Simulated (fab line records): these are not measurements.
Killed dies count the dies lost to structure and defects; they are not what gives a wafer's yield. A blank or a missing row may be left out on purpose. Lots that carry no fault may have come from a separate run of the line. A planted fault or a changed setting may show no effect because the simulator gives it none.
Chamber matching | flow n5-finfet | N5_DUMMY_GATE_ETCH_32 on rie-si-05: 4 sister chambers
The step etches SiO2 in CF4, target depth 3.5 nm, time 3.9 s. 4 wafers are shown with their chamber, then 8 later ones without.

== WAFERS PAIRED WITH THEIR CHAMBERS ==
wafer  | chamber | throttle-valve-pct (%)
L082.4 | 3       | 21.76
L089.3 | 1       | 22.07
L089.4 | 0       | 21.65
L094.1 | 2       | 22.01

== WAFERS WITHOUT THEIR CHAMBER ==
wafer  | throttle-valve-pct (%)
L094.2 | 21.78
L094.3 | 22.08
L096.4 | 21.68
L096.5 | 22.03
L096.6 | 21.77
L097.1 | 21.78
L097.3 | 22.08
L097.6 | 21.77

== EACH ONE'S CHAMBER ==
wafer  | from the rows above     | in truth
L094.2 | 3                       | 3
L094.3 | 1                       | 1
L096.4 | 0                       | 0
L096.5 | can't be placed: 2 or 1 | 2
L096.6 | 3                       | 3
L097.1 | 3                       | 3
L097.3 | 1                       | 1
L097.6 | 3                       | 3
Placed correctly: 7 of 8. From these rows, 1 cannot be placed; in 1 the true chamber is one of the candidates. Placed wrongly: 0.
How it was worked out, from the rows above alone: a wafer's distance from a chamber is the root of the sum, over the readings, of the square of ((its reading less the chamber's mean) divided by the reading's scatter). If the next closest chamber is less than 2 further off than the closest, the wafer can't be placed; otherwise it belongs to the closest. The mean given for a chamber averages the wafers shown for that chamber. The scatter: with one shown wafer a chamber, the root of the mean of the squares of how far each hidden wafer lies from its nearest shown one.
